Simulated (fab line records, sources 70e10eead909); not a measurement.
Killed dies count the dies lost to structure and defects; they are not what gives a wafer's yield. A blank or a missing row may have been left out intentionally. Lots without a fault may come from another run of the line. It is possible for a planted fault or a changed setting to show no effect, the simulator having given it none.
Which tool was responsible? -- flow nand harc -- 20 lots, 60 wafers sampled, at 6 steps of a route of 1159

## WHAT THE GAUGES READ, wafer by wafer
Not one reading of a measure or inspect step in the record can be checked against a usual standard deviation.

## WHICH TOOL RAN EACH LOT (tool, then ch and the chambers of the sampled wafers, then the start)
lot,NHARC_A_STAIRCASE_ETCH_194,NHARC_A_STAIRCASE_ETCH_201,NHARC_A_STAIRCASE_ETCH_253,NHARC_A_STAIRCASE_DEP_259,NHARC_A_STAIRCASE_HM_OPEN_460,NHARC_A_STAIRCASE_HM_DEP_462
L074,"rie diel-11 ch 0,1,2, day 11 14:13 or earlier","rie diel-11 ch 1,2, day 11 14:13 or earlier","rie diel-11 ch 1,2,3, day 11 14:13","pecvd-04 ch 1,2, day 11 17:41","rie diel-01 ch 0,2, day 11 22:23 or earlier","acl dep-01 ch 0, day 11 22:23"
L075,"rie diel-13 ch 0,1,3, day 11 14:44 or earlier","rie diel-13 ch 0,1,3, day 11 14:44 or earlier","rie diel-11 ch 0,1,2, day 11 14:44","pecvd-01 ch 0,1,2, day 11 18:16","rie diel-13 ch 1,2,3, day 12 00:21 or earlier","acl dep-02 ch 0, day 12 00:21"
L076,"rie diel-11 ch 0,1,3, day 11 19:31 or earlier","rie diel-11 ch 2,3, day 11 19:31 or earlier","rie diel-11 ch 2,3, day 11 19:31","pecvd-01 ch 0,1, day 11 23:36","rie diel-13 ch 0,2, day 12 03:22 or earlier","acl dep-01 ch 0, day 12 03:22"
L077,"rie diel-13 ch 1,3, day 11 20:30 or earlier","rie diel-13 ch 0,1, day 11 20:30 or earlier","rie diel-11 ch 0,3, day 11 20:30","pecvd-04 ch 0,1,2, day 12 01:28","rie diel-13 ch 0,2,3, day 12 05:11 or earlier","acl dep-01 ch 0, day 12 05:11"
L078,"rie diel-01 ch 0,1,2, day 12 08:13 or earlier","rie diel-11 ch 0,2,3, day 12 08:13 or earlier","rie diel-11 ch 2,3, day 12 08:13","pecvd-04 ch 1,2, day 12 11:03","rie diel-11 ch 0,2,3, day 12 15:19 or earlier","acl dep-01 ch 0, day 12 15:19"
L079,"rie diel-13 ch 1,3, day 12 19:48 or earlier","rie diel-13 ch 2,3, day 12 19:48 or earlier","rie diel-01 ch 2,3, day 12 19:48","pecvd-01 ch 0,1,2, day 12 22:35","rie diel-13 ch 0,1,3, day 13 01:44 or earlier","acl dep-02 ch 0, day 13 01:44"
L080,"rie diel-11 ch 1,2,3, day 12 17:24 or earlier","rie diel-11 ch 1,2,3, day 12 17:24 or earlier","rie diel-01 ch 0,2,3, day 12 17:24","pecvd-01 ch 1,2, day 12 20:44","rie diel-01 ch 1,2,3, day 13 00:12 or earlier","acl dep-02 ch 0, day 13 00:12"
L082,"rie diel-13 ch 0,3, day 13 06:42 or earlier","rie diel-01 ch 0,2,3, day 13 06:42 or earlier","rie diel-01 ch 0,2,3, day 13 06:42","pecvd-04 ch 0,1,2, day 13 10:25","rie diel-13 ch 0,1,2, day 13 18:22 or earlier","acl dep-03 ch 0, day 13 18:22"
L081,"rie diel-01 ch 0,3, day 13 07:56 or earlier","rie diel-13 ch 0,3, day 13 07:56 or earlier","rie diel-13 ch 2,3, day 13 07:56","pecvd-02 ch 0,2, day 13 12:14","rie diel-11 ch 0,1,3, day 13 19:30 or earlier","acl dep-02 ch 0, day 13 19:30"
L084,"rie diel-13 ch 0,2,3, day 13 11:46 or earlier","rie diel-11 ch 1,2,3, day 13 11:46 or earlier","rie diel-13 ch 1,2,3, day 13 11:46","pecvd-01 ch 0,1,2, day 13 18:35","rie diel-13 ch 1,2,3, day 13 21:53 or earlier","acl dep-03 ch 0, day 13 21:53"
L083,"rie diel-11 ch 0,1,3, day 13 11:23 or earlier","rie diel-13 ch 0,2,3, day 13 11:23 or earlier","rie diel-11 ch 0,1,3, day 13 11:23","pecvd-01 ch 1,2, day 13 18:07","rie diel-11 ch 0,1,2, day 13 21:39 or earlier","acl dep-02 ch 0, day 13 21:39"
L087,"rie diel-13 ch 1,2,3, day 14 09:18 or earlier","rie diel-11 ch 1,2,3, day 14 09:18 or earlier","rie diel-13 ch 0,3, day 14 09:18","pecvd-02 ch 0,1,2, day 14 12:04","rie diel-13 ch 1,2,3, day 14 16:16 or earlier","acl dep-02 ch 0, day 14 16:16"
L086,"rie diel-13 ch 0,2,3, day 14 17:02 or earlier","rie diel-13 ch 0,3, day 14 17:02 or earlier","rie diel-01 ch 0,3, day 14 17:02","pecvd-02 ch 1,2, day 14 19:47","rie diel-11 ch 0,3, day 14 23:02 or earlier","acl dep-01 ch 0, day 14 23:02"
L089,"rie diel-01 ch 1,2,3, day 15 04:47 or earlier","rie diel-01 ch 0,2,3, day 15 04:47 or earlier","rie diel-01 ch 0,1, day 15 04:47","pecvd-04 ch 0,1, day 15 08:55","rie diel-13 ch 1,2,3, day 15 12:46 or earlier","acl dep-02 ch 0, day 15 12:46"
L091,"rie diel-13 ch 0,3, day 15 09:15 or earlier","rie diel-01 ch 1,3, day 15 09:15 or earlier","rie diel-01 ch 0,1,2, day 15 09:15","pecvd-02 ch 0,1,2, day 15 12:05","rie diel-11 ch 0,1,2, day 15 16:30 or earlier","acl dep-03 ch 0, day 15 16:30"
L093,"rie diel-13 ch 0,1,3, day 16 03:43 or earlier","rie diel-13 ch 0,2,3, day 16 03:43 or earlier","rie diel-11 ch 0,1,3, day 16 03:43","pecvd-02 ch 0,2, day 16 08:19","rie diel-13 ch 0,1,3, day 16 15:18 or earlier","acl dep-02 ch 0, day 16 15:18"
L094,"rie diel-01 ch 0,1,2, day 16 05:41 or earlier","rie diel-01 ch 0,1,3, day 16 05:41 or earlier","rie diel-13 ch 0,1,3, day 16 05:41","pecvd-02 ch 0,1,2, day 16 10:49","rie diel-01 ch 2,3, day 16 16:49 or earlier","acl dep-02 ch 0, day 16 16:49"
L096,"rie diel-13 ch 0,1,3, day 16 15:25 or earlier","rie diel-13 ch 1,2, day 16 15:25 or earlier","rie diel-13 ch 0,2, day 16 15:25","pecvd-01 ch 1,2, day 16 20:46","rie diel-13 ch 0,1,3, day 17 00:54 or earlier","acl dep-01 ch 0, day 17 00:54"
L097,"rie diel-13 ch 2,3, day 16 23:18 or earlier","rie diel-11 ch 1,2,3, day 16 23:18 or earlier","rie diel-01 ch 1,2, day 16 23:18","pecvd-01 ch 1,2, day 17 03:25","rie diel-13 ch 1,2, day 17 07:01 or earlier","acl dep-03 ch 0, day 17 07:01"
L095,"rie diel-13 ch 2,3, day 16 23:52 or earlier","rie diel-13 ch 0,1,3, day 16 23:52 or earlier","rie diel-01 ch 0,1,2, day 16 23:52","pecvd-02 ch 0,1,2, day 17 03:36","rie diel-01 ch 1,2,3, day 17 07:13 or earlier","acl dep-02 ch 0, day 17 07:13"
- NHARC_A_STAIRCASE_ETCH_194: etches the open film in C4F8/O2, target depth 100 nm, time 40.5 s.
- NHARC_A_STAIRCASE_ETCH_201: etches the open film in C4F8/O2, target depth 100 nm, time 40.5 s.
- NHARC_A_STAIRCASE_ETCH_253: etches the open film in C4F8/O2, target depth 50 nm, time 20.2 s.
- NHARC_A_STAIRCASE_DEP_259: deposits SiON, target thk 30 nm.
- NHARC_A_STAIRCASE_HM_OPEN_460: chemistry O2/COS.
- NHARC_A_STAIRCASE_HM_DEP_462: deposits aC, target thk 800 nm.

## AS READ BY THE TOOLS THEMSELVES (means over the sampled wafers that have a number; for cases with no such wafer, the mark the record gives instead)
NHARC_A_STAIRCASE_ETCH_194. Usual: bias w 999.9 W, standard deviation 2.7; chamber pressure mTorr 25.000 mTorr, standard deviation 0.023; oes product au 0.947 a.u., standard deviation 0.014; rf fwd power W 593.0 W, standard deviation 2.4; rf vpp V 897 V, standard deviation 4.5.
lot,tool,bias w (W),chamber pressure mTorr (mTorr),oes product au (a.u.),rf fwd power W (W),rf vpp V (V),flag
L074,rie diel-11,1002.3,24.990,0.921,592.3,896,
L075,rie diel-13,1002.9,24.981,0.953,592.1,899,
L076,rie diel-11,999.4,24.981,0.935,592.2,899,
L077,rie diel-13,1000.0,25.021,0.947,591.5,895,
L078,rie diel-01,1001.0,25.007,0.942,590.3,897,
L079,rie diel-13,995.2,24.990,0.950,590.9,897,
L080,rie diel-11,999.9,25.012,0.930,594.0,895,
L082,rie diel-13,1001.7,24.977,0.945,593.2,902,
L081,rie diel-01,998.4,25.003,0.953,594.0,897,
L084,rie diel-13,1001.0,24.999,0.958,594.0,900,
L083,rie diel-11,999.3,25.024,0.946,592.6,898,
L087,rie diel-13,998.0,24.978,0.941,594.2,898,
L086,rie diel-13,997.5,24.994,0.950,592.7,898,
L089,rie diel-01,999.0,25.023,0.948,594.2,896,
L091,rie diel-13,1001.4,25.000,0.967,591.2,900,
L093,rie diel-13,999.1,24.983,0.959,594.3,897,
L094,rie diel-01,997.4,25.005,0.947,592.2,896,
L096,rie diel-13,999.0,25.007,0.958,594.4,898,
L097,rie diel-13,999.4,25.025,0.950,594.6,896,
L095,rie diel-13,998.0,25.000,0.956,594.1,895,

NHARC_A_STAIRCASE_ETCH_201. Usual: bias w 1000 W, standard deviation 3.4; chamber pressure mTorr 25.000 mTorr, standard deviation 0.022; oes product au 0.944 a.u., standard deviation 0.014; rf fwd power W 593.5 W, standard deviation 2.2; rf vpp V 897 V, standard deviation 4.7.
lot,tool,bias w (W),chamber pressure mTorr (mTorr),oes product au (a.u.),rf fwd power W (W),rf vpp V (V),flag
L074,rie diel-11,1002,24.986,0.919,592.8,892,
L075,rie diel-13,999,24.999,0.938,591.4,899,
L076,rie diel-11,997,25.019,0.938,595.6,898,
L077,rie diel-13,1002,24.997,0.948,591.5,903,
L078,rie diel-11,999,25.012,0.935,593.6,897,
L079,rie diel-13,1002,24.999,0.934,596.6,897,
L080,rie diel-11,1000,24.994,0.942,594.7,895,
L082,rie diel-01,1004,25.011,0.935,592.5,900,
L081,rie diel-13,1004,24.991,0.951,594.5,896,
L084,rie diel-11,1000,24.999,0.925,594.0,895,
L083,rie diel-13,997,24.997,0.964,594.8,898,
L087,rie diel-11,998,25.007,0.945,593.2,896,
L086,rie diel-13,1000,25.003,0.949,593.4,897,
L089,rie diel-01,999,24.998,0.926,595.0,899,
L091,rie diel-01,998,25.019,0.941,592.9,894,
L093,rie diel-13,1002,24.983,0.955,593.8,898,
L094,rie diel-01,999,25.011,0.947,592.6,894,
L096,rie diel-13,998,25.016,0.964,595.2,898,
L097,rie diel-11,999,24.995,0.955,594.9,894,
L095,rie diel-13,999,24.974,0.949,591.0,898,

NHARC_A_STAIRCASE_ETCH_253. Usual: bias w 1000 W, standard deviation 3; chamber pressure mTorr 25.001 mTorr, standard deviation 0.023; oes product au 0.953 a.u., standard deviation 0.021; rf fwd power W 589 W, standard deviation 3.4; rf vpp V 897 V, standard deviation 4.8.
lot,tool,bias w (W),chamber pressure mTorr (mTorr),oes product au (a.u.),rf fwd power W (W),rf vpp V (V),flag
L074,rie diel-11,1001,24.992,0.948,589,895,
L075,rie diel-11,1002,25.003,0.925,589,896,
L076,rie diel-11,996,24.994,0.946,592,898,
L077,rie diel-11,1000,25.008,0.964,592,902,
L078,rie diel-11,1003,25.003,0.923,594,895,
L079,rie diel-01,1001,24.988,0.988,588,901,
L080,rie diel-01,998,24.990,0.948,591,900,
L082,rie diel-01,999,25.011,0.930,591,900,
L081,rie diel-13,998,25.012,0.955,590,896,
L084,rie diel-13,999,24.998,0.961,589,896,
L083,rie diel-11,1000,24.977,0.922,591,898,
L087,rie diel-13,1000,25.000,0.950,588,897,
L086,rie diel-01,999,24.966,0.955,591,899,
L089,rie diel-01,997,25.007,0.977,586,894,
L091,rie diel-01,1000,24.997,0.939,587,896,
L093,rie diel-11,999,25.007,0.959,589,898,
L094,rie diel-13,1000,24.991,0.978,589,898,
L096,rie diel-13,999,25.011,0.971,592,902,
L097,rie diel-01,999,24.985,0.964,585,893,
L095,rie diel-01,1000,25.008,0.946,585,896,

NHARC_A_STAIRCASE_DEP_259. Usual: heater power w 788 W, standard deviation 100; rf fwd power W 348.7 W, standard deviation 1; showerhead vpp V 1151 V, standard deviation 53.
lot,tool,heater power w (W),rf fwd power W (W),showerhead vpp V (V),flag
L074,pecvd-04,793,349.2,1171,
L075,pecvd-01,711,347.5,1148,
L076,pecvd-01,714,347.3,1184,
L077,pecvd-04,808,349.2,1202,
L078,pecvd-04,861,349.3,1168,
L079,pecvd-01,739,349.7,1142,
L080,pecvd-01,712,349.3,1100,
L082,pecvd-04,833,348.9,1201,
L081,pecvd-02,829,348.1,1144,
L084,pecvd-01,758,348.6,1137,
L083,pecvd-01,812,348.7,1103,
L087,pecvd-02,820,349.0,1125,
L086,pecvd-02,815,349.8,1124,
L089,pecvd-04,767,349.6,1192,
L091,pecvd-02,791,349.3,1129,
L093,pecvd-02,857,349.3,1141,
L094,pecvd-02,825,349.1,1129,
L096,pecvd-01,842,347.7,1096,
L097,pecvd-01,840,347.7,1098,
L095,pecvd-02,807,347.9,1132,

NHARC_A_STAIRCASE_HM_OPEN_460. Usual: bias w 299.9 W, standard deviation 1; chamber pressure mTorr 20.001 mTorr, standard deviation 0.019; cos flow sccm 20.00 sccm, standard deviation 0.066; drypump motor current A 5.8 A, standard deviation 0.45; mfc ar sccm 0.006 sccm, standard deviation 0.011; oes product au 1.004 a.u., standard deviation 0.012; rf fwd power W 499.0 W, standard deviation 1.6; rf vpp V 468.2 V, standard deviation 2.6; showerhead plenum p Torr 3.17 Torr, standard deviation 0.11; throttle valve pct 28.330 %, standard deviation 0.009.
lot,tool,bias w (W),chamber pressure mTorr (mTorr),cos flow sccm (sccm),drypump motor current A (A),mfc ar sccm (sccm),oes product au (a.u.),rf fwd power W (W),rf vpp V (V),showerhead plenum p Torr (Torr),throttle valve pct (%),flag
L074,rie diel-01,300.4,20.014,20.03,5.6,0.029,1.008,497.8,470.2,3.25,28.329,
L075,rie diel-13,300.8,20.014,20.03,5.4,0.000,1.010,496.7,467.1,3.13,28.320,
L076,rie diel-13,300.5,19.992,19.99,6.2,0.000,1.009,499.7,470.5,3.28,28.322,
L077,rie diel-13,300.7,20.020,19.99,5.8,0.000,1.012,498.3,468.8,3.18,28.326,
L078,rie diel-11,300.3,19.994,19.94,5.6,0.008,0.993,499.4,468.5,3.18,28.325,
L079,rie diel-13,300.2,19.978,20.00,5.9,0.000,0.994,498.7,468.7,3.19,28.333,
L080,rie diel-01,300.1,19.998,20.06,5.9,0.020,1.006,498.0,467.5,3.13,28.333,
L082,rie diel-13,299.1,19.996,20.03,5.8,0.000,1.010,497.9,469.0,3.22,28.326,
L081,rie diel-11,299.0,19.986,19.97,5.7,0.007,0.985,498.5,468.2,3.19,28.330,
L084,rie diel-13,299.5,20.002,19.98,5.4,0.000,1.010,499.4,467.7,3.13,28.330,
L083,rie diel-11,300.2,19.986,19.99,5.6,0.001,1.004,499.7,467.8,3.11,28.331,
L087,rie diel-13,299.1,19.997,19.96,5.4,0.000,1.010,498.4,467.4,3.12,28.329,
L086,rie diel-11,300.9,19.996,20.03,5.6,0.007,1.002,501.0,469.8,3.26,28.336,
L089,rie diel-13,300.0,20.007,19.95,5.4,0.000,1.007,498.3,467.0,3.12,28.339,
L091,rie diel-11,299.7,20.012,20.01,5.6,0.001,1.002,500.8,467.1,3.11,28.325,
L093,rie diel-13,300.9,20.014,20.02,5.8,0.000,1.008,499.0,467.9,3.17,28.332,
L094,rie diel-01,299.2,20.029,20.02,5.9,0.023,0.992,498.0,469.4,3.23,28.343,
L096,rie diel-13,300.1,20.004,20.07,5.9,0.000,1.007,498.3,467.1,3.17,28.335,
L097,rie diel-13,299.9,20.009,19.95,5.4,0.000,1.009,499.5,468.0,3.15,28.328,
L095,rie diel-01,299.6,20.007,19.95,5.9,0.020,0.986,500.0,466.2,3.11,28.323,

NHARC_A_STAIRCASE_HM_DEP_462. Usual: throttle valve pct reads 34.999 % (standard deviation 0.009).
lot,tool,throttle valve pct (%),flag
L074,acl dep-01,35.007,
L075,acl dep-02,34.999,
L076,acl dep-01,34.993,
L077,acl dep-01,35.002,
L078,acl dep-01,35.005,
L079,acl dep-02,35.008,
L080,acl dep-02,34.998,
L082,acl dep-03,35.005,
L081,acl dep-02,34.998,
L084,acl dep-03,34.992,
L083,acl dep-02,34.994,
L087,acl dep-02,35.000,
L086,acl dep-01,34.999,
L089,acl dep-02,35.005,
L091,acl dep-03,35.006,
L093,acl dep-02,34.997,
L094,acl dep-02,34.998,
L096,acl dep-01,35.004,
L097,acl dep-03,34.994,
L095,acl dep-02,35.000,

## THE ANSWER, worked out from the rows above alone
Rule: lot off if the mean of its wafers having a number is beyond 3 standard deviations from the usual mean. A lot without any number at a reading at which 4 lots or more have one is off too. Any other lot the step has rows for is counted as sound. First the gauges in route order, then the tools' own readings, where a lot's mean is used as printed above. At the first step where some lot is off, the reading lying furthest off is the one used; lots without a number count as furthest.
Nothing can be told from this: no lot is off at any reading shown.

## WHAT THE SIMULATOR PUT IN
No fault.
